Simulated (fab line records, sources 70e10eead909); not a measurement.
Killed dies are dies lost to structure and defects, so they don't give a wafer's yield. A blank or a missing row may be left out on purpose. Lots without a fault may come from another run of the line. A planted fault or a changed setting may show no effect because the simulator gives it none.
One fault seen from 2 desks | flow nand_harc | each desk has only its own numbers; what lay behind them comes last

THE TOOL OWNER'S DESK: pvd_sputter-03
The tool's own readings at NHARC_P_BONDPAD_PVD_17 (deposits TaN, target thk 5 nm, time 8.06 s): means of the sampled wafers that have a number, for each lot that ran on this tool. A lot is out of limits, marked OUT, if its mean lies more than 4 standard deviations from the usual mean; the brackets give that distance.
Columns: A = throttle_valve_pct at NHARC_P_BONDPAD_PVD_17, usual 30.0 %
lot  | first seen here | A
L948 | day 8 00:52     | 29.7
L957 | day 11 20:14    | 29.9
This desk's finding: nothing out of limits on any of the 2 lots.

THE METROLOGY DESK
What the gauges read, lot by lot, whatever tool the lot ran on: means of the sampled wafers that have a number. A lot is out of limits, marked OUT, if its mean lies more than 4 standard deviations from the usual mean; the brackets give that distance.
Columns: A = cd_nm at NHARC_P_BONDPAD_CD_MEAS_09, usual 500.8 nm; B = overlay_x_nm at NHARC_P_BONDPAD_OVL_MEAS_38, usual 0 nm; C = overlay_y_nm at NHARC_P_BONDPAD_OVL_MEAS_38, usual 0 nm; D = cd_nm at NHARC_P_BONDPAD_CD_MEAS_13, usual 500.0 nm
lot  | first seen here | A     | B  | C   | D
L945 | day 6 10:38     | 502.3 | -8 | -14 | 501.6
L948 | day 7 23:34     | 502.8 | -3 | 2   | 501.9
L957 | day 11 18:58    | 500.3 | -5 | 2   | 500.5
L959 | day 12 16:39    | 499.6 | -3 | 15  | 498.9
L965 | day 14 21:11    | 503.7 | 2  | 1   | 502.2
This desk's finding: nothing out of limits on any of the 5 lots.

PUT TOGETHER
The tool owner's desk saw nothing out of limits.
The metrology desk saw nothing out of limits.

WHAT THE SIMULATOR HAD PUT IN
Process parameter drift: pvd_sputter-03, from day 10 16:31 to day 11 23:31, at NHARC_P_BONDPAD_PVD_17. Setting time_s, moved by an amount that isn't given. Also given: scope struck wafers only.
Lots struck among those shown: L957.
